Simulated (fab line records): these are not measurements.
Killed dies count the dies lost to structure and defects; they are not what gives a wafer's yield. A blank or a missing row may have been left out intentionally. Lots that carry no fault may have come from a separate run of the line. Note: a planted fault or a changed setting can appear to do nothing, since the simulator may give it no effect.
Split-lot study / flow n5-finfet / 7 lots, 21 wafers read, on a route of 1938 steps

## THE SPLIT
At N5_BEOL_M4_COAT_61 (time 60 s, resist thk 60 nm), the setting spin-rpm was moved away from the recipe's 1500 rpm on 7 of the 21 wafers read, by -5.6% to +9.4%. All remaining wafers had this setting at the recipe value.

## FROM THE SPLIT TO THE READING: what the file shows between them, 12 steps
- N5_BEOL_M4_COAT_73: time 60 s, resist thk 5 nm (also split here: spin-rpm)
- N5_BEOL_M4_COAT_05: resist thk 30 nm (also split here: spin-rpm)
- N5_BEOL_M4_EXPOSE_08: exposes mask M4 (also split here: dose-mj)
- N5_BEOL_M4_PEB_09: peb time 60 s
- N5_BEOL_M4_DEVELOP_10: develop time 30 s
- N5_BEOL_M4_DESCUM_16: chemistry O2, time 7 s
- N5_BEOL_M4_ETCH_74: etches underlayer in N2/H2, target depth 6.5 nm, time 5.2 s
- N5_BEOL_M4_ETCH_63: etches SiARC in CF4, target depth 15.6 nm, time 26 s
- N5_BEOL_M4_ETCH_64: etches SOC in N2/H2, target depth 75 nm, overetch 22.5 nm, time 121.9 s
- N5_BEOL_M4_STRIP_65: strips in N2/H2
- N5_BEOL_M4_STRIP_75: strips in N2/H2
- N5_BEOL_M4_STRIP_66: strips in CF4

## THE READING
SOC_of_BEOL_M4_COAT_61.thk-nm (the simulator's own value, which no gauge read), in nm, at N5_BEOL_M4_HM_OPEN_17 (chemistry Cl2/BCl3, target TiN, target depth 20 nm, overetch 6 nm). The file does not state a usual value for it. Across the 14 wafers here that went through the recipe, the average is 52.1 nm and the standard deviation 0.2 nm.

wafer=L075.1; tool, chamber at the split=litho-track-05, 0; spin-rpm as run, rpm=1500; against the recipe=recipe; SOC_of_BEOL_M4_COAT_61.thk-nm, nm=52.2; against lot-mates on the recipe=-
wafer=L075.3; tool, chamber at the split=litho-track-05, 0; spin-rpm as run, rpm=1500; against the recipe=recipe; SOC_of_BEOL_M4_COAT_61.thk-nm, nm=52; against lot-mates on the recipe=-
wafer=L075.4; tool, chamber at the split=litho-track-05, 0; spin-rpm as run, rpm=1500; against the recipe=recipe; SOC_of_BEOL_M4_COAT_61.thk-nm, nm=52; against lot-mates on the recipe=-
wafer=L076.1; tool, chamber at the split=litho-track-02, 0; spin-rpm as run, rpm=1500; against the recipe=recipe; SOC_of_BEOL_M4_COAT_61.thk-nm, nm=52.2; against lot-mates on the recipe=-
wafer=L076.2; tool, chamber at the split=litho-track-02, 0; spin-rpm as run, rpm=1416; against the recipe=-5.6%; SOC_of_BEOL_M4_COAT_61.thk-nm, nm=53.8; against lot-mates on the recipe=+1.6
wafer=L076.6; tool, chamber at the split=litho-track-02, 0; spin-rpm as run, rpm=1416; against the recipe=-5.6%; SOC_of_BEOL_M4_COAT_61.thk-nm, nm=53.8; against lot-mates on the recipe=+1.6
wafer=L077.2; tool, chamber at the split=litho-track-05, 0; spin-rpm as run, rpm=1500; against the recipe=recipe; SOC_of_BEOL_M4_COAT_61.thk-nm, nm=52.4; against lot-mates on the recipe=-
wafer=L077.6; tool, chamber at the split=litho-track-05, 0; spin-rpm as run, rpm=1500; against the recipe=recipe; SOC_of_BEOL_M4_COAT_61.thk-nm, nm=52.4; against lot-mates on the recipe=-
wafer=L077.5; tool, chamber at the split=litho-track-05, 0; spin-rpm as run, rpm=1500; against the recipe=recipe; SOC_of_BEOL_M4_COAT_61.thk-nm, nm=52; against lot-mates on the recipe=-
wafer=L080.4; tool, chamber at the split=litho-track-02, 0; spin-rpm as run, rpm=1500; against the recipe=recipe; SOC_of_BEOL_M4_COAT_61.thk-nm, nm=51.8; against lot-mates on the recipe=-
wafer=L080.5; tool, chamber at the split=litho-track-02, 0; spin-rpm as run, rpm=1641; against the recipe=+9.4%; SOC_of_BEOL_M4_COAT_61.thk-nm, nm=49.2; against lot-mates on the recipe=-2.6
wafer=L080.6; tool, chamber at the split=litho-track-02, 0; spin-rpm as run, rpm=1641; against the recipe=+9.4%; SOC_of_BEOL_M4_COAT_61.thk-nm, nm=49.6; against lot-mates on the recipe=-2.2
wafer=L087.1; tool, chamber at the split=litho-track-03, 0; spin-rpm as run, rpm=1585; against the recipe=+5.7%; SOC_of_BEOL_M4_COAT_61.thk-nm, nm=50.2; against lot-mates on the recipe=-1.7
wafer=L087.2; tool, chamber at the split=litho-track-03, 0; spin-rpm as run, rpm=1500; against the recipe=recipe; SOC_of_BEOL_M4_COAT_61.thk-nm, nm=51.8; against lot-mates on the recipe=-
wafer=L087.4; tool, chamber at the split=litho-track-03, 0; spin-rpm as run, rpm=1500; against the recipe=recipe; SOC_of_BEOL_M4_COAT_61.thk-nm, nm=52; against lot-mates on the recipe=-
wafer=L089.2; tool, chamber at the split=litho-track-05, 0; spin-rpm as run, rpm=1500; against the recipe=recipe; SOC_of_BEOL_M4_COAT_61.thk-nm, nm=52.4; against lot-mates on the recipe=-
wafer=L089.3; tool, chamber at the split=litho-track-05, 0; spin-rpm as run, rpm=1500; against the recipe=recipe; SOC_of_BEOL_M4_COAT_61.thk-nm, nm=52; against lot-mates on the recipe=-
wafer=L089.5; tool, chamber at the split=litho-track-05, 0; spin-rpm as run, rpm=1500; against the recipe=recipe; SOC_of_BEOL_M4_COAT_61.thk-nm, nm=52.2; against lot-mates on the recipe=-
wafer=L090.1; tool, chamber at the split=litho-track-05, 0; spin-rpm as run, rpm=1450; against the recipe=-3.3%; SOC_of_BEOL_M4_COAT_61.thk-nm, nm=52.8; against lot-mates on the recipe=+0.6
wafer=L090.2; tool, chamber at the split=litho-track-05, 0; spin-rpm as run, rpm=1500; against the recipe=recipe; SOC_of_BEOL_M4_COAT_61.thk-nm, nm=52.2; against lot-mates on the recipe=-
wafer=L090.4; tool, chamber at the split=litho-track-05, 0; spin-rpm as run, rpm=1450; against the recipe=-3.3%; SOC_of_BEOL_M4_COAT_61.thk-nm, nm=53; against lot-mates on the recipe=+0.8

FIT RESULTS
A straight line over all 21 wafers: SOC_of_BEOL_M4_COAT_61.thk-nm changes by -0.292 nm for each +1% of spin-rpm; r = -0.98; the points scatter about the line by 0.2 nm.
The same after taking each lot's own level away (the mean of its wafers on the recipe; 21 wafers): -0.263 nm for each +1%; r = -0.99; scatter 0.16 nm.
Per that fit: largest spin-rpm move, reading shift of 2.5 nm.
The lots' own levels span 51.80 to 52.27 nm, that is 2.4 times the standard deviation above.
In other words, the slope is changed by the lot-to-lot level; the two fits disagree.
Check: for one of the wafers moved furthest among these (+9.4%), held out of the fit, the line's prediction against its lot-mates is -2.42 nm. Against them it came out at -2.6 nm.

## ADDITIONAL SPLITS CARRIED BY THESE WAFERS
Other splits were also applied to these wafers ahead of the reading. Each is held against what the fit with the lots' levels taken away leaves over:
other split on the same wafers=N5_BEOL_M3_EXPOSE_08 dose-mj; wafers away from the commonest value=9; r with SOC_of_BEOL_M4_COAT_61.thk-nm (lot level and that fit taken away)=-0.17
other split on the same wafers=N5_BEOL_M4_COAT_73 spin-rpm; wafers away from the commonest value=4; r with SOC_of_BEOL_M4_COAT_61.thk-nm (lot level and that fit taken away)=-0.51
other split on the same wafers=N5_BEOL_M4_COAT_05 spin-rpm; wafers away from the commonest value=5; r with SOC_of_BEOL_M4_COAT_61.thk-nm (lot level and that fit taken away)=+0.34
other split on the same wafers=N5_BEOL_M4_EXPOSE_08 dose-mj; wafers away from the commonest value=7; r with SOC_of_BEOL_M4_COAT_61.thk-nm (lot level and that fit taken away)=-0.25

## THE WHOLE CHAIN: every reading that the file lists as answering this split, in the file's order
step=N5_BEOL_M4_COAT_61; what it does=time 60 s, resist thk 60 nm; reading=SOC_of_BEOL_M4_COAT_61.thk-nm (the simulator's own value, which no gauge read); change (the file's fit)=-0.286 nm for each +1% of the setting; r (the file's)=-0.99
step=N5_BEOL_M4_ETCH_64; what it does=etches SOC in N2/H2, target depth 75 nm, overetch 22.5 nm, time 121.9 s; reading=etch.depth-nm (the simulator's own value, which no gauge read); change (the file's fit)=-0.28 nm for each +1% of the setting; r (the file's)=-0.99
step=N5_BEOL_M4_HM_OPEN_17; what it does=chemistry Cl2/BCl3, target TiN, target depth 20 nm, overetch 6 nm; reading=SOC_of_BEOL_M4_COAT_61.thk-nm (the simulator's own value, which no gauge read); change (the file's fit)=-0.267 nm for each +1% of the setting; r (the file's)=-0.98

## FILE'S OWN FIT
SOC_of_BEOL_M4_COAT_61.thk-nm changes by -0.267 nm for each +1% of spin-rpm, r = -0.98.
